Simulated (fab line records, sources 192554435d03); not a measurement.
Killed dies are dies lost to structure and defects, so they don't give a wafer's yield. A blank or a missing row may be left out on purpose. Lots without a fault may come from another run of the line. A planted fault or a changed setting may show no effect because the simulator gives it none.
fab line records | flow n5_finfet
record lots=9 wafers=27 last_day=19
route steps=1938 shown BEOL_M5@1151
lots that met no fault: from a run of the same line without faults
start_h: hours from the record's first day to the start of the lot's first wafer shown | wait_h: hours since the lot's step before | " the same as in the row above | L1.1+2: a row that stands for several wafers | - no value, or no start given | * or withheld: withheld | < > ~ a bound
route shown NAME@n: a module of which the file shows steps, and the number in the route of the first | usual: mean/standard deviation of fault-free wafers | same: alike in all rows | chamber/n: place in a boat | sites: the reading at each site | _std_site: their standard deviation | _edge_site: outer sites' mean less inner sites' | radius_mm: how far each site lies from the wafer's centre | mask NAME#n: copy n | behind: the tool/chamber that last shaped the wafer | hold: why the lot was held/for how many hours/how that ended | device: the transistor (n, p or np) that didn't switch | end of line: the same wafers' tests at the end of the route | a step without rows: its recipe alone | killed: dies lost to structure and defects at the first sort, not the wafer's yield | map: a wafer's dies, x killed, . not, _ none there
set.NAME: the setting as run; set.NAME@STEP: as run at that earlier step | model.NAME: the simulator's own value behind a step, which no gauge read
steps of the route over a sample of lots; a table a step, a row a wafer
services: from which hour (start_h, from the record's first day; less than 0 if before it) a tool's chamber was out of use, for how many hours, and why
## steps
# step N5_BEOL_M5_DESCUM_33
# recipe chemistry=O2 time_s=7 source_power_w=50 bias_power_w=20 pressure_mtorr=20 rf_frequency_hz=2.712e+07 temp_c=40 resist=CAR-EUV o2_flow_sccm=225
# usual drypump_motor_current_A=5.4/0.38 oes_product_au=0.78/0.1 rf_vpp_V=242.8/1.5 showerhead_plenum_p_Torr=2.07/0.077 throttle_valve_pct=20.49/0.27
# columns lot.wafer tool chamber start_h wait_h drypump_motor_current_A oes_product_au rf_hours_counter_h rf_vpp_V showerhead_plenum_p_Torr throttle_valve_pct
L552.1 rie_diel-06 3 196.31 0.3 5.4 0.74 178 240.5 2.02 20.94
L552.4 " 0 " " 4.9 0.88 - 242.1 2.06 20.28
L552.6 " 1 " " 5.7 0.73 - 242.6 1.99 20.33
L555.4 rie_diel-06 0 249.46 0.0 4.9 0.85 42 240.6 2.06 20.31
L555.5 " 0 " " 4.9 0.86 - 241.7 2.06 20.30
L555.6 " 3 " " 5.4 0.72 - 242.4 2.01 20.96
L557.1 rie_diel-04 2 268.53 0.0 5.2 0.72 184 243.1 2.18 20.58
L557.4 " 2 " " 5.2 0.71 - 242.8 2.18 20.58
L557.6 " 3 " " 5.6 0.66 - 243.7 2.05 20.62
L569.2 rie_diel-04 3 335.69 0.7 5.6 0.97 3 243.0 2.05 20.21
L569.5 " 3 " " 5.7 0.96 - 242.3 2.05 20.22
L569.6 " 0 " " 5.8 0.85 - 242.3 2.06 20.35
L566.2 rie_diel-06 0 343.68 1.0 4.9 0.80 76 242.5 2.05 20.34
L566.3 " 3 " " 5.4 0.70 222 241.0 2.00 21.01
L566.6 " 3 " " 5.3 0.70 - 241.2 2.00 21.00
L572.1 rie_diel-02 3 346.45 0.2 5.7 0.70 245 243.7 2.06 20.76
L572.3 " 2 " " 5.5 0.99 2 242.9 2.05 19.99
L572.4 " 0 " " 5.5 0.92 23 242.6 2.13 20.23
L573.2 rie_diel-04 1 346.75 0.3 6.3 0.91 23 245.2 2.23 20.24
L573.5 " 1 " " 6.3 0.91 - 245.7 2.23 20.26
L573.6 " 0 " " 5.8 0.86 - 242.2 2.06 20.35
L574.2 rie_diel-04 1 353.82 0.4 6.3 0.89 25 246.7 2.23 20.25
L574.5 " 2 " " 5.3 0.69 - 244.9 2.17 20.63
L574.6 " 1 " " 6.2 0.90 - 246.2 2.23 20.26
L575.1 rie_diel-04 0 355.48 0.0 5.8 0.85 71 242.4 2.05 20.36
L575.5 " 1 " " 6.3 0.91 - 245.3 2.23 20.25
L575.6 " 2 " " 5.2 0.69 - 243.4 2.17 20.62
# step N5_BEOL_M5_ETCH_68
# recipe chemistry=N2/H2 target=SOC target_depth_a=800 overetch_a=160 mask_material=SiARC temp_c=40 time_s=120 ion_energy_ev=200 pressure_mtorr=30 source_w=840 bias_w=150 n2_flow_sccm=200 h2_flow_sccm=200
# usual drypump_motor_current_A=5.4/0.38 oes_product_au=0.60/0.073 rf_fwd_power_W=836.2/2.5 rf_vpp_V=523.0/2.8 showerhead_plenum_p_Torr=2.51/0.1 throttle_valve_pct=17.84/0.24
# columns lot.wafer tool chamber start_h wait_h drypump_motor_current_A oes_product_au rf_fwd_power_W rf_hours_counter_h rf_vpp_V showerhead_plenum_p_Torr throttle_valve_pct
L552.1 rie_diel-06 3 196.39 0.0 5.3 0.56 834.7 178 519.7 2.43 18.10
L552.4 " 0 " " 4.9 0.67 832.6 - 522.1 2.49 17.57
L552.6 " 1 " " 5.6 0.56 835.7 - 520.7 2.40 17.64
L555.4 rie_diel-06 0 249.54 0.0 4.9 0.65 836.4 42 521.7 2.49 17.56
L555.5 " 0 " " 4.9 0.66 832.5 - 521.3 2.49 17.54
L555.6 " 3 " " 5.3 0.56 838.0 - 520.3 2.42 18.14
L557.1 rie_diel-04 2 268.61 0.0 5.3 0.56 839.7 184 527.6 2.65 18.09
L557.4 " 2 " " 5.2 0.55 833.5 - 525.1 2.65 18.10
L557.6 " 3 " " 5.6 0.51 832.5 - 521.6 2.50 18.09
L569.2 rie_diel-04 3 335.76 0.0 5.7 0.74 837.3 3 521.9 2.50 17.63
L569.5 " 3 " " 5.6 0.74 836.0 - 522.9 2.50 17.64
L569.6 " 0 " " 5.8 0.65 838.7 - 522.8 2.48 17.63
L566.2 rie_diel-06 0 343.76 0.0 4.9 0.62 838.5 76 521.7 2.47 17.62
L566.3 " 3 " " 5.4 0.54 835.6 222 519.5 2.41 18.17
L566.6 " 3 " " 5.4 0.54 833.0 - 520.3 2.41 18.18
L572.1 rie_diel-02 3 346.53 0.0 5.7 0.54 836.3 245 523.2 2.50 18.18
L572.3 " 2 " " 5.5 0.76 831.5 2 523.1 2.50 17.40
L572.4 " 0 " " 5.4 0.69 833.7 23 524.2 2.58 17.63
L573.2 rie_diel-04 1 346.83 0.0 6.3 0.68 834.9 23 530.0 2.71 17.75
L573.5 " 1 " " 6.3 0.69 838.1 - 529.2 2.71 17.75
L573.6 " 0 " " 5.8 0.66 836.4 - 523.4 2.48 17.61
L574.2 rie_diel-04 1 353.90 0.0 6.2 0.68 839.1 25 527.6 2.71 17.76
L574.5 " 2 " " 5.2 0.54 837.4 - 527.0 2.64 18.15
L574.6 " 1 " " 6.2 0.68 839.9 - 528.1 2.71 17.74
L575.1 rie_diel-04 0 355.56 0.0 5.8 0.65 837.8 71 523.0 2.48 17.62
L575.5 " 1 " " 6.2 0.68 838.3 - 529.1 2.71 17.74
L575.6 " 2 " " 5.2 0.54 833.1 - 525.8 2.64 18.14
# step N5_BEOL_M5_STRIP_36
# recipe chemistry=N2/H2 power_w=450 temp_c=40 pressure_mtorr=20 rf_frequency_hz=6e+07 overash_fraction=0.3 bias_power_w=7 h2_frac=0.5 n2_flow_sccm=200 h2_flow_sccm=200
# usual drypump_motor_current_A=5.4/0.38 oes_product_au=0.78/0.1 rf_vpp_V=59.0/1.5 showerhead_plenum_p_Torr=2.51/0.1 throttle_valve_pct=23.67/0.24
# columns lot.wafer tool chamber start_h wait_h drypump_motor_current_A oes_product_au rf_hours_counter_h rf_vpp_V showerhead_plenum_p_Torr throttle_valve_pct
L552.1 rie_diel-06 3 196.54 0.0 5.4 0.74 178 58.6 2.42 23.87
L552.4 " 0 " " 5.0 0.87 - 59.5 2.49 23.41
L552.6 " 1 " " 5.6 0.73 - 60.4 2.40 23.33
L555.4 rie_diel-06 0 249.68 0.0 4.9 0.86 42 59.2 2.48 23.40
L555.5 " 0 " " 4.9 0.84 - 56.0 2.48 23.40
L555.6 " 3 " " 5.3 0.72 - 58.6 2.42 23.91
L557.1 rie_diel-04 2 268.76 0.0 5.2 0.71 184 57.6 2.65 24.00
L557.4 " 2 " " 5.2 0.71 - 58.6 2.65 24.01
L557.6 " 3 " " 5.7 0.66 - 57.1 2.50 23.93
L569.2 rie_diel-04 3 335.91 0.0 5.6 0.96 3 60.9 2.49 23.54
L569.5 " 3 " " 5.6 0.97 - 57.7 2.49 23.54
L569.6 " 0 " " 5.8 0.86 - 58.7 2.48 23.50
L566.2 rie_diel-06 0 343.91 0.0 5.0 0.80 77 59.5 2.47 23.48
L566.3 " 3 " " 5.4 0.69 222 56.9 2.41 23.95
L566.6 " 3 " " 5.4 0.71 - 58.4 2.41 23.91
L572.1 rie_diel-02 3 346.68 0.0 5.8 0.69 245 59.6 2.49 24.06
L572.3 " 2 " " 5.5 1.00 2 62.4 2.50 23.26
L572.4 " 0 " " 5.4 0.92 24 60.5 2.58 23.53
L573.2 rie_diel-04 1 346.98 0.0 6.3 0.91 23 59.2 2.71 23.75
L573.5 " 1 " " 6.3 0.92 - 57.2 2.71 23.77
L573.6 " 0 " " 5.8 0.85 - 60.0 2.48 23.51
L574.2 rie_diel-04 1 354.05 0.0 6.2 0.90 25 59.8 2.71 23.79
L574.5 " 2 " " 5.2 0.68 - 58.6 2.64 24.03
L574.6 " 1 " " 6.3 0.89 - 61.6 2.71 23.79
L575.1 rie_diel-04 0 355.71 0.0 5.8 0.84 71 57.5 2.48 23.53
L575.5 " 1 " " 6.3 0.90 - 60.1 2.71 23.76
L575.6 " 2 " " 5.3 0.68 - 57.6 2.63 24.02
# step N5_BEOL_M5_ETCH_41
# recipe chemistry=CH3F/O2 target=SiCN target_depth_a=315 taper_deg=2 time_s=56.7 ion_energy_ev=120 mask_material=TiN pressure_mtorr=30 source_w=395 bias_w=75 Ar_flow_sccm=150 CH3F_flow_sccm=30 O2_flow_sccm=20
# usual drypump_motor_current_A=5.4/0.38 oes_product_au=0.78/0.1 rf_fwd_power_W=391.8/1.3 rf_vpp_V=296.8/1.8 showerhead_plenum_p_Torr=1.98/0.077 throttle_valve_pct=16.35/0.25
# columns lot.wafer tool chamber start_h wait_h drypump_motor_current_A oes_product_au rf_fwd_power_W rf_hours_counter_h rf_vpp_V showerhead_plenum_p_Torr throttle_valve_pct
L552.1 rie_diel-06 3 196.60 - 5.4 0.74 390.7 178 295.9 1.91 16.69
L552.4 " 0 " " 4.9 0.87 392.9 - 295.3 1.96 16.06
L552.6 " 1 " " 5.6 0.74 391.0 - 295.5 1.92 16.33
L555.4 rie_diel-06 0 249.75 - 4.9 0.85 391.8 42 296.3 1.96 16.07
L555.5 " 0 " " 4.9 0.85 392.7 - 297.4 1.96 16.08
L555.6 " 3 " " 5.3 0.72 390.9 - 296.1 1.91 16.72
L557.1 rie_diel-04 2 268.83 - 5.3 0.72 392.8 184 298.6 2.09 16.51
L557.4 " 2 " " 5.2 0.71 393.7 - 299.8 2.09 16.51
L557.6 " 3 " " 5.6 0.68 390.3 - 296.9 1.95 16.50
L569.2 rie_diel-04 3 335.98 - 5.6 0.97 390.0 3 296.8 1.95 16.00
L569.5 " 3 " " 5.7 0.97 390.2 - 297.0 1.95 16.00
L569.6 " 0 " " 5.8 0.86 392.0 - 295.8 1.96 16.13
L566.2 rie_diel-06 0 343.98 - 4.9 0.76 299.3 77 324.4 1.94 16.15
L566.3 " 3 " " 5.4 0.70 393.1 222 294.9 1.90 16.76
L566.6 " 3 " " 5.3 0.70 392.4 - 294.8 1.90 16.79
L572.1 rie_diel-02 3 346.75 - 5.7 0.69 390.4 245 296.3 1.95 16.58
L572.3 " 2 " " 5.5 1.01 390.7 2 297.8 1.97 15.91
L572.4 " 0 " " 5.4 0.91 391.2 24 297.8 2.04 16.11
L573.2 rie_diel-04 1 347.04 - 6.3 0.92 391.8 23 299.8 2.14 16.18
L573.5 " 1 " " 6.2 0.91 391.6 - 298.8 2.14 16.17
L573.6 " 0 " " 5.8 0.85 393.3 - 296.6 1.96 16.13
L574.2 rie_diel-04 1 354.12 - 6.3 0.90 392.3 25 299.2 2.14 16.18
L574.5 " 2 " " 5.2 0.69 392.1 - 299.8 2.08 16.57
L574.6 " 1 " " 6.3 0.90 390.8 - 300.5 2.14 16.16
L575.1 rie_diel-04 0 355.77 - 5.8 0.85 390.7 71 296.3 1.95 16.13
L575.5 " 1 " " 6.3 0.91 389.4 - 301.2 2.14 16.18
L575.6 " 2 " " 5.2 0.68 391.1 - 299.4 2.08 16.59
## services
# columns tool chamber start_h hours kind
rie_diel-02 - 179.40 1.0 repair
rie_diel-06 2 189.08 10.0 repair
rie_diel-06 - 200.13 14.6 pm
rie_diel-06 2 226.76 7.4 repair
rie_diel-04 3 236.60 5.9 repair
rie_diel-02 - 257.06 72.1 repair
rie_diel-04 1 265.95 - clean
rie_diel-04 1 265.95 - consumable_replace:focus_ring
rie_diel-04 1 265.95 - consumable_replace:showerhead
rie_diel-04 1 265.95 20.5 scheduled_down
rie_diel-04 1 265.95 20.5 vent_cycle
rie_diel-04 3 294.15 6.5 repair
rie_diel-04 3 300.66 - clean
rie_diel-04 3 300.66 - consumable_replace:focus_ring
rie_diel-04 3 300.66 27.3 scheduled_down
rie_diel-04 3 300.66 27.3 vent_cycle
rie_diel-06 2 324.33 - clean
rie_diel-06 2 324.33 - consumable_replace:focus_ring
rie_diel-02 - 329.20 14.6 pm
rie_diel-06 3 331.95 2.6 repair
rie_diel-04 - 336.59 4.8 repair
rie_diel-06 - 338.02 0.6 repair
rie_diel-06 0 347.58 3.7 repair
rie_diel-06 - 354.64 4.3 pm
## key
first_sign step=N5_BEOL_M5_ETCH_41 reading=rf_fwd_power_W direction=down sigmas=70 usual=* struck=*
effect step=N5_BEOL_M5_ETCH_41 reading=rf_vpp_V direction=up sigmas=15 usual=296.8 struck=324.4
met_at N5_BEOL_M5_ETCH_41
struck_lots L566
struck_wafers L566.2
not_acting_at N5_BEOL_M5_DESCUM_33,N5_BEOL_M5_ETCH_68,N5_BEOL_M5_STRIP_36
onset_between 249.75 343.98
fault kind=process_parameter_drift tool=rie_diel-06 chamber=0 onset_h=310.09 steps=N5_BEOL_M5_ETCH_41 channel=source_w offset=-94.8 shape=step end_h=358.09 acts_in=these_recipes_only stated=395
